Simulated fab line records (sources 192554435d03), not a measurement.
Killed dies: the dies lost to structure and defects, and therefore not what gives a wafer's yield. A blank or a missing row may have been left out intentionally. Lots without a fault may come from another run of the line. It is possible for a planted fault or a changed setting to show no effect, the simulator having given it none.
fab line records | flow n5Finfet | part 2 of 2: steps 4 to 6 of 6
record lots=23 | wafers=69 | lastDay=17
route steps=1938 shown BEOL_M7@1284
lots untouched by any fault: they come from a run of this same line in which no faults occurred
startH: start of the lot's first displayed wafer, in hours after the record's first day | waitH: how many hours have passed since the lot's step before this one | " repeats the value in the row above | L1.1+2: a single row standing in for several wafers | - no value, or no start given | * or withheld: withheld | < > ~ a bound
route shown NAME@n: names a module that has steps shown in the file, with the first one's number in the route | usual: mean and standard deviation over wafers with no fault | same: alike in all rows | chamber/n: place in a boat | sites: each site's reading | _std_site: standard deviation of those values | _edge_site: mean of outer sites minus mean of inner sites | radiusMm: how far each site lies from the wafer's centre | mask NAME#n: copy n | behind: tool/chamber where the wafer was last shaped | hold: what put the lot on hold/how long, in hours/how the hold closed | device: the n, p or np transistor that did not switch | end of line: the same wafers' tests at the end of the route | a step with no rows: only its recipe | killed: at the first sort, the dies lost to defects and structure; wafer yield is something else | map: dies across one wafer; x = killed, . = not, _ = none there
set.NAME: the setting the step ran with; set.NAME@STEP: the setting that earlier step ran with | model.NAME: the simulator's own value behind a step, which no gauge read
the route's steps for a sample of lots (tables are steps, rows are wafers)
services: when a tool's chamber went out of use (startH, in hours from the record's first day, below 0 if earlier), for how many hours, and the reason
## steps
# step N5_BEOL_M7_STRIP_80
# recipe chemistry=N2/H2 | timeS=10 | powerW=450 | tempC=40 | pressureMtorr=20 | rfFrequencyHz=6e+07 | biasPowerW=7 | n2FlowSccm=200 | h2FlowSccm=200
# usual drypumpMotorCurrentA=5.9/0.34 | oesProductAu=0.75/0.067 | rfVppV=59.1/0.85 | showerheadPlenumPTorr=2.50/0.09 | throttleValvePct=23.74/0.22
lot.wafer | tool       | chamber | startH | waitH | drypumpMotorCurrentA | oesProductAu | rfHoursCounterH | rfVppV | showerheadPlenumPTorr | throttleValvePct
L074.1    | rieDiel-06 | 0       | -      | -     | 5.7                  | 0.72         | 193             | 59.4   | 2.41                  | 23.90
L074.2    | "          | 2       | "      | "     | 5.6                  | 0.75         | 169             | 60.0   | 2.43                  | 23.50
L074.3    | "          | 1       | "      | "     | 6.6                  | 0.77         | 162             | 58.4   | 2.54                  | 23.92
L075.3    | rieDiel-02 | 0       | -      | -     | 5.5                  | 0.91         | 12              | 60.6   | 2.61                  | 23.85
L075.4    | "          | 3       | "      | "     | 6.3                  | 0.75         | 131             | 58.4   | 2.55                  | 23.58
L075.5    | "          | 2       | "      | "     | 5.8                  | 0.73         | -               | 58.3   | 2.41                  | 23.48
L076.1    | rieDiel-04 | 1       | -      | -     | 6.0                  | 0.69         | 228             | 60.1   | 2.61                  | 23.41
L076.2    | "          | 0       | "      | "     | 6.4                  | 0.71         | 221             | 59.6   | 2.50                  | 23.85
L076.6    | "          | 1       | "      | "     | 5.9                  | 0.70         | -               | 59.2   | 2.61                  | 23.41
L077.1    | rieDiel-02 | 2       | -      | -     | 5.9                  | 0.73         | 183             | 58.8   | 2.40                  | 23.48
L077.2    | "          | 1       | "      | "     | 5.5                  | 0.80         | 104             | 59.3   | 2.66                  | 23.85
L077.6    | "          | 2       | "      | "     | 5.9                  | 0.73         | -               | 58.5   | 2.40                  | 23.50
L078.3    | rieDiel-04 | 2       | -      | -     | 5.7                  | 0.73         | 175             | 58.9   | 2.52                  | 23.73
L078.4    | "          | 1       | "      | "     | 5.9                  | 0.69         | 231             | 58.9   | 2.61                  | 23.40
L078.5    | "          | 1       | "      | "     | 5.9                  | 0.69         | -               | 60.5   | 2.61                  | 23.43
L079.1    | rieDiel-06 | 1       | -      | -     | 6.5                  | 0.75         | 170             | 58.8   | 2.53                  | 23.91
L079.2    | "          | 0       | "      | "     | 5.7                  | 0.71         | 202             | 59.0   | 2.40                  | 23.91
L079.6    | "          | 0       | "      | "     | 5.7                  | 0.70         | -               | 58.6   | 2.40                  | 23.92
L080.2    | rieDiel-02 | 3       | -      | -     | 6.3                  | 0.75         | 141             | 59.9   | 2.55                  | 23.63
L080.3    | "          | 0       | "      | "     | 5.5                  | 0.90         | 20              | 57.4   | 2.61                  | 23.87
L080.4    | "          | 2       | "      | "     | 5.8                  | 0.72         | 188             | 59.6   | 2.40                  | 23.48
L081.4    | rieDiel-06 | 1       | -      | -     | 6.5                  | 0.74         | 177             | 58.4   | 2.53                  | 23.90
L081.5    | "          | 3       | "      | "     | 6.0                  | 0.71         | -               | 59.3   | 2.43                  | 24.00
L081.6    | "          | 0       | "      | "     | 5.7                  | 0.70         | -               | 56.7   | 2.40                  | 23.94
L082.2    | rieDiel-02 | 3       | -      | -     | 6.3                  | 0.75         | 147             | 59.4   | 2.55                  | 23.62
L082.4    | "          | 3       | "      | "     | 6.3                  | 0.74         | -               | 60.4   | 2.55                  | 23.63
L082.6    | "          | 2       | "      | "     | 5.9                  | 0.72         | -               | 59.8   | 2.40                  | 23.49
L083.2    | rieDiel-02 | 3       | -      | -     | 6.3                  | 0.75         | 151             | 58.5   | 2.54                  | 23.63
L083.3    | "          | 0       | "      | "     | 5.5                  | 0.90         | 23              | 59.2   | 2.60                  | 23.88
L083.4    | "          | 2       | "      | "     | 5.9                  | 0.71         | 197             | 60.2   | 2.40                  | 23.48
L086.3    | rieDiel-06 | 0       | -      | -     | 5.7                  | 0.70         | 215             | 58.4   | 2.40                  | 23.95
L086.4    | "          | 3       | "      | "     | 6.0                  | 0.72         | 188             | 59.8   | 2.43                  | 24.02
L086.5    | "          | 0       | "      | "     | 5.8                  | 0.70         | -               | 59.2   | 2.40                  | 23.95
L084.1    | rieDiel-06 | 0       | -      | -     | 5.7                  | 0.70         | 215             | 58.1   | 2.40                  | 23.94
L084.3    | "          | 2       | "      | "     | 5.7                  | 0.73         | 190             | 57.2   | 2.42                  | 23.53
L084.5    | "          | 2       | "      | "     | 5.7                  | 0.72         | -               | 58.0   | 2.42                  | 23.53
L085.4    | rieDiel-04 | 1       | -      | -     | 5.9                  | 0.68         | 245             | 58.9   | 2.60                  | 23.44
L085.5    | "          | 1       | "      | "     | 5.9                  | 0.68         | -               | 58.2   | 2.60                  | 23.42
L085.6    | "          | 0       | "      | "     | 6.4                  | 0.70         | -               | 59.6   | 2.49                  | 23.89
L087.1    | rieDiel-06 | 0       | -      | -     | 5.8                  | 0.70         | 220             | 57.5   | 2.39                  | 23.95
L087.2    | "          | 2       | "      | "     | 5.7                  | 0.73         | 196             | 59.0   | 2.42                  | 23.54
L087.3    | "          | 3       | "      | "     | 6.0                  | 0.71         | 193             | 59.5   | 2.43                  | 24.03
L088.1    | rieDiel-06 | 2       | -      | -     | 5.7                  | 0.73         | 197             | 59.3   | 2.42                  | 23.56
L088.2    | "          | 0       | "      | "     | 5.8                  | 0.69         | 221             | 58.8   | 2.39                  | 23.95
L088.6    | "          | 2       | "      | "     | 5.6                  | 0.72         | -               | 58.1   | 2.42                  | 23.55
L089.1    | rieDiel-06 | 3       | -      | -     | 6.0                  | 0.71         | 194             | 61.0   | 2.43                  | 24.02
L089.4    | "          | 2       | "      | "     | 5.7                  | 0.72         | 199             | 58.8   | 2.42                  | 23.54
L089.6    | "          | 3       | "      | "     | 6.0                  | 0.71         | -               | 58.8   | 2.43                  | 24.02
L090.1    | rieDiel-06 | 2       | -      | -     | 5.7                  | 0.72         | 201             | 58.8   | 2.42                  | 23.55
L090.3    | "          | 1       | "      | "     | 6.5                  | 0.74         | 194             | 59.2   | 2.52                  | 23.94
L090.4    | "          | 0       | "      | "     | 5.8                  | 0.70         | 225             | 58.9   | 2.39                  | 23.95
L091.2    | rieDiel-06 | 1       | -      | -     | 6.5                  | 0.73         | 195             | 60.0   | 2.52                  | 23.95
L091.4    | "          | 2       | "      | "     | 5.7                  | 0.72         | 201             | 58.6   | 2.41                  | 23.54
L091.5    | "          | 3       | "      | "     | 6.0                  | 0.71         | -               | 59.4   | 2.43                  | 24.04
L092.2    | rieDiel-02 | 2       | -      | -     | 5.8                  | 0.69         | 213             | 57.9   | 2.39                  | 23.51
L092.3    | "          | 0       | "      | "     | 5.5                  | 0.86         | 38              | 58.7   | 2.60                  | 23.89
L092.6    | "          | 2       | "      | "     | 5.9                  | 0.71         | -               | 57.4   | 2.39                  | 23.52
L093.1    | rieDiel-04 | 1       | -      | -     | 6.0                  | 1.00         | 1               | 58.1   | 2.60                  | 23.17
L093.5    | "          | 1       | "      | "     | 5.9                  | 0.99         | -               | 58.7   | 2.60                  | 23.15
L093.6    | "          | 3       | "      | "     | 5.6                  | 0.73         | -               | 60.9   | 2.63                  | 23.61
L095.1    | rieDiel-04 | 3       | -      | -     | 5.6                  | 0.73         | 190             | 59.1   | 2.63                  | 23.59
L095.4    | "          | 3       | "      | "     | 5.6                  | 0.73         | -               | 59.3   | 2.63                  | 23.61
L095.5    | "          | 2       | "      | "     | 5.7                  | 0.70         | -               | 58.6   | 2.50                  | 23.76
L094.1    | rieDiel-02 | 3       | -      | -     | 6.3                  | 0.73         | 168             | 58.5   | 2.54                  | 23.65
L094.3    | "          | 0       | "      | "     | 5.5                  | 0.86         | 42              | 59.4   | 2.60                  | 23.90
L094.4    | "          | 2       | "      | "     | 5.8                  | 0.70         | 218             | 58.8   | 2.39                  | 23.54
L097.1    | rieDiel-06 | 2       | -      | -     | 5.7                  | 0.71         | 215             | 57.9   | 2.41                  | 23.57
L097.4    | "          | 3       | "      | "     | 6.0                  | 0.70         | 210             | 58.0   | 2.42                  | 24.07
L097.5    | "          | 2       | "      | "     | 5.7                  | 0.71         | -               | 59.3   | 2.41                  | 23.56
# step N5_BEOL_M7_SPUTTER_48
# recipe material=Cu | targetThkA=100 | tempC=-20 | biasV=60 | powerW=26000 | chamberPressurePa=0.13 | timeS=1.667
# usual substrateTempC=-20.00/0.099 | throttleValvePct=30.1/1.1
lot.wafer | tool          | chamber | startH | waitH | substrateTempC | throttleValvePct
L074.1    | pvdSputter-03 | -       | 182.93 | 0.4   | -20.03         | 30.7
L074.2    | "             | -       | "      | "     | -20.03         | 32.3
L074.3    | "             | -       | "      | "     | -20.07         | 29.5
L075.3    | pvdSputter-02 | -       | 187.42 | 0.2   | -20.16         | 30.4
L075.4    | "             | -       | "      | "     | -20.01         | 28.9
L075.5    | "             | -       | "      | "     | -20.01         | 30.6
L076.1    | pvdSputter-03 | -       | 198.09 | 0.1   | -19.83         | 32.0
L076.2    | "             | -       | "      | "     | -19.89         | 29.3
L076.6    | "             | -       | "      | "     | -19.91         | 32.1
L077.1    | pvdSputter-02 | -       | 201.99 | 0.1   | -20.01         | 29.1
L077.2    | "             | -       | "      | "     | -20.13         | 29.1
L077.6    | "             | -       | "      | "     | -19.84         | 30.7
L078.3    | pvdSputter-03 | -       | 209.35 | 0.1   | -19.92         | 31.1
L078.4    | "             | -       | "      | "     | -20.00         | 29.4
L078.5    | "             | -       | "      | "     | -19.91         | 32.4
L079.1    | pvdSputter-03 | -       | 209.94 | 0.1   | -19.98         | 29.4
L079.2    | "             | -       | "      | "     | -19.99         | 32.0
L079.6    | "             | -       | "      | "     | -19.97         | 29.4
L080.2    | pvdSputter-01 | -       | 217.93 | 0.1   | -20.00         | 28.7
L080.3    | "             | -       | "      | "     | -19.83         | 29.6
L080.4    | "             | -       | "      | "     | -20.06         | 30.7
L081.4    | pvdSputter-03 | -       | 228.72 | 0.1   | -20.16         | 32.0
L081.5    | "             | -       | "      | "     | -19.82         | 29.1
L081.6    | "             | -       | "      | "     | -20.12         | 32.0
L082.2    | pvdSputter-02 | -       | 236.83 | 0.1   | -20.00         | 30.7
L082.4    | "             | -       | "      | "     | -19.89         | 29.3
L082.6    | "             | -       | "      | "     | -19.83         | 30.6
L083.2    | pvdSputter-03 | -       | 245.10 | 0.3   | -19.91         | 30.9
L083.3    | "             | -       | "      | "     | -20.07         | 29.5
L083.4    | "             | -       | "      | "     | -20.04         | 29.2
L086.3    | pvdSputter-03 | -       | 250.61 | 0.1   | -19.98         | 29.4
L086.4    | "             | -       | "      | "     | -19.95         | 30.8
L086.5    | "             | -       | "      | "     | -20.19         | 29.3
L084.1    | pvdSputter-02 | -       | 251.81 | 0.2   | -20.06         | 30.8
L084.3    | "             | -       | "      | "     | -20.07         | 28.9
L084.5    | "             | -       | "      | "     | -19.87         | 29.1
L085.4    | pvdSputter-02 | -       | 253.00 | 0.1   | -19.74         | 29.1
L085.5    | "             | -       | "      | "     | -20.01         | 28.8
L085.6    | "             | -       | "      | "     | -20.04         | 28.8
L087.1    | pvdSputter-02 | -       | 269.84 | 0.2   | -19.94         | 31.4
L087.2    | "             | -       | "      | "     | -20.00         | 29.1
L087.3    | "             | -       | "      | "     | -20.11         | 30.5
L088.1    | pvdSputter-03 | -       | 274.49 | 0.1   | -19.95         | 29.3
L088.2    | "             | -       | "      | "     | -19.89         | 31.9
L088.6    | "             | -       | "      | "     | -20.03         | 29.4
L089.1    | pvdSputter-01 | -       | 283.58 | 0.1   | -20.06         | 30.2
L089.4    | "             | -       | "      | "     | -19.98         | 28.9
L089.6    | "             | -       | "      | "     | -20.06         | 29.9
L090.1    | pvdSputter-02 | -       | 287.51 | 0.1   | -20.12         | 30.1
L090.3    | "             | -       | "      | "     | -20.08         | 31.1
L090.4    | "             | -       | "      | "     | -20.06         | 28.9
L091.2    | pvdSputter-02 | -       | 287.67 | 0.1   | -19.98         | 31.3
L091.4    | "             | -       | "      | "     | -19.90         | 30.4
L091.5    | "             | -       | "      | "     | -19.99         | 28.8
L092.2    | pvdSputter-02 | -       | 298.28 | 0.2   | -19.90         | 31.3
L092.3    | "             | -       | "      | "     | -20.12         | 29.1
L092.6    | "             | -       | "      | "     | -20.01         | 31.2
L093.1    | pvdSputter-01 | -       | 303.07 | 0.1   | -19.85         | 29.2
L093.5    | "             | -       | "      | "     | -20.16         | 29.8
L093.6    | "             | -       | "      | "     | -19.97         | 30.8
L095.1    | pvdSputter-02 | -       | 310.13 | 0.3   | -20.08         | 30.6
L095.4    | "             | -       | "      | "     | -19.83         | 31.6
L095.5    | "             | -       | "      | "     | -20.02         | 29.5
L094.1    | pvdSputter-01 | -       | 311.30 | 0.1   | -19.95         | 30.5
L094.3    | "             | -       | "      | "     | -19.99         | 29.6
L094.4    | "             | -       | "      | "     | -19.86         | 29.0
L097.1    | pvdSputter-02 | -       | 331.81 | 0.1   | -20.00         | 30.6
L097.4    | "             | -       | "      | "     | -19.74         | 28.9
L097.5    | "             | -       | "      | "     | -19.86         | 28.5
# step N5_BEOL_M7_INSPECT_58
# recipe inspectInstrument=darkfield | mode=postDep
# usual rawDefectCount=70/24
lot.wafer | tool             | chamber | startH | waitH | rawDefectCount
L074.1    | defectInspect-01 | -       | 184.02 | 0.0   | 86
L074.2    | "                | -       | "      | "     | 93
L074.3    | "                | -       | "      | "     | 84
L075.3    | defectInspect-02 | -       | 188.38 | 0.0   | 112
L075.4    | "                | -       | "      | "     | 75
L075.5    | "                | -       | "      | "     | 79
L076.1    | defectInspect-02 | -       | 199.05 | 0.0   | 87
L076.2    | "                | -       | "      | "     | 42
L076.6    | "                | -       | "      | "     | 93
L077.1    | defectInspect-02 | -       | 203.20 | 0.0   | 89
L077.2    | "                | -       | "      | "     | 33
L077.6    | "                | -       | "      | "     | 45
L078.3    | defectInspect-02 | -       | 210.70 | 0.0   | 77
L078.4    | "                | -       | "      | "     | 87
L078.5    | "                | -       | "      | "     | 49
L079.1    | defectInspect-02 | -       | 210.95 | 0.0   | 80
L079.2    | "                | -       | "      | "     | 43
L079.6    | "                | -       | "      | "     | 55
L080.2    | defectInspect-02 | -       | 219.42 | 0.0   | 93
L080.3    | "                | -       | "      | "     | 84
L080.4    | "                | -       | "      | "     | 113
L081.4    | defectInspect-02 | -       | 229.69 | 0.0   | 54
L081.5    | "                | -       | "      | "     | 62
L081.6    | "                | -       | "      | "     | 86
L082.2    | defectInspect-02 | -       | 237.91 | 0.0   | 65
L082.4    | "                | -       | "      | "     | 82
L082.6    | "                | -       | "      | "     | 87
L083.2    | defectInspect-02 | -       | 246.06 | 0.0   | 80
L083.3    | "                | -       | "      | "     | 48
L083.4    | "                | -       | "      | "     | 66
L086.3    | defectInspect-02 | -       | 251.57 | 0.0   | 111
L086.4    | "                | -       | "      | "     | 83
L086.5    | "                | -       | "      | "     | 100
L084.1    | defectInspect-01 | -       | 252.76 | 0.0   | 52
L084.3    | "                | -       | "      | "     | 60
L084.5    | "                | -       | "      | "     | 78
L085.4    | defectInspect-02 | -       | 254.05 | 0.0   | 75
L085.5    | "                | -       | "      | "     | 30
L085.6    | "                | -       | "      | "     | 47
L087.1    | defectInspect-01 | -       | 270.99 | 0.0   | 115
L087.2    | "                | -       | "      | "     | 82
L087.3    | "                | -       | "      | "     | 85
L088.1    | defectInspect-01 | -       | 275.92 | 0.0   | 73
L088.2    | "                | -       | "      | "     | 65
L088.6    | "                | -       | "      | "     | 84
L089.1    | defectInspect-02 | -       | 284.54 | 0.0   | 76
L089.4    | "                | -       | "      | "     | 81
L089.6    | "                | -       | "      | "     | 49
L090.1    | defectInspect-02 | -       | 288.47 | 0.0   | 43
L090.3    | "                | -       | "      | "     | 31
L090.4    | "                | -       | "      | "     | 136
L091.2    | defectInspect-01 | -       | 288.72 | 0.0   | 82
L091.4    | "                | -       | "      | "     | 63
L091.5    | "                | -       | "      | "     | 77
L092.2    | defectInspect-01 | -       | 299.59 | 0.0   | 69
L092.3    | "                | -       | "      | "     | 60
L092.6    | "                | -       | "      | "     | 65
L093.1    | defectInspect-02 | -       | 304.13 | 0.0   | 84
L093.5    | "                | -       | "      | "     | 62
L093.6    | "                | -       | "      | "     | 101
L095.1    | defectInspect-02 | -       | 311.16 | 0.0   | 51
L095.4    | "                | -       | "      | "     | 51
L095.5    | "                | -       | "      | "     | 50
L094.1    | defectInspect-02 | -       | 312.49 | 0.0   | 57
L094.3    | "                | -       | "      | "     | 50
L094.4    | "                | -       | "      | "     | 72
L097.1    | defectInspect-02 | -       | 332.80 | 0.0   | 84
L097.4    | "                | -       | "      | "     | 77
L097.5    | "                | -       | "      | "     | 87
## services
tool          | chamber | startH | hours | kind
rieDiel-06    | 1       | 165.38 | 5.3   | repair
rieMetal-03   | 0       | 204.73 | -     | clean
rieMetal-03   | 0       | 204.73 | 19.2  | scheduledDown
rieMetal-03   | 0       | 204.73 | 19.2  | ventCycle
rieDiel-06    | 2       | 214.67 | 1.5   | repair
rieDiel-02    | 0       | 223.75 | 14.0  | repair
rieMetal-02   | -       | 232.43 | 2.8   | pm
rieDiel-06    | 3       | 272.28 | 4.0   | repair
rieDiel-04    | 1       | 275.06 | -     | clean
rieDiel-04    | 1       | 275.06 | -     | consumableReplace:focusRing
rieDiel-04    | 1       | 275.06 | 19.7  | scheduledDown
rieDiel-04    | 1       | 275.06 | 19.7  | ventCycle
rieMetal-03   | -       | 279.98 | 0.1   | repair
pvdSputter-01 | -       | 289.70 | 9.5   | repair
rieDiel-04    | 0       | 297.58 | -     | clean
rieDiel-04    | 0       | 297.58 | -     | consumableReplace:focusRing
rieDiel-04    | 0       | 297.58 | 24.6  | scheduledDown
rieDiel-04    | 0       | 297.58 | 24.6  | ventCycle
rieMetal-03   | -       | 305.30 | 0.3   | repair
rieDiel-06    | -       | 307.03 | 2.8   | pm
rieMetal-02   | 1       | 314.45 | -     | clean
rieMetal-02   | 1       | 314.45 | 28.9  | scheduledDown
rieMetal-02   | 1       | 314.45 | 28.9  | ventCycle
pvdSputter-02 | -       | 315.63 | 3.9   | repair
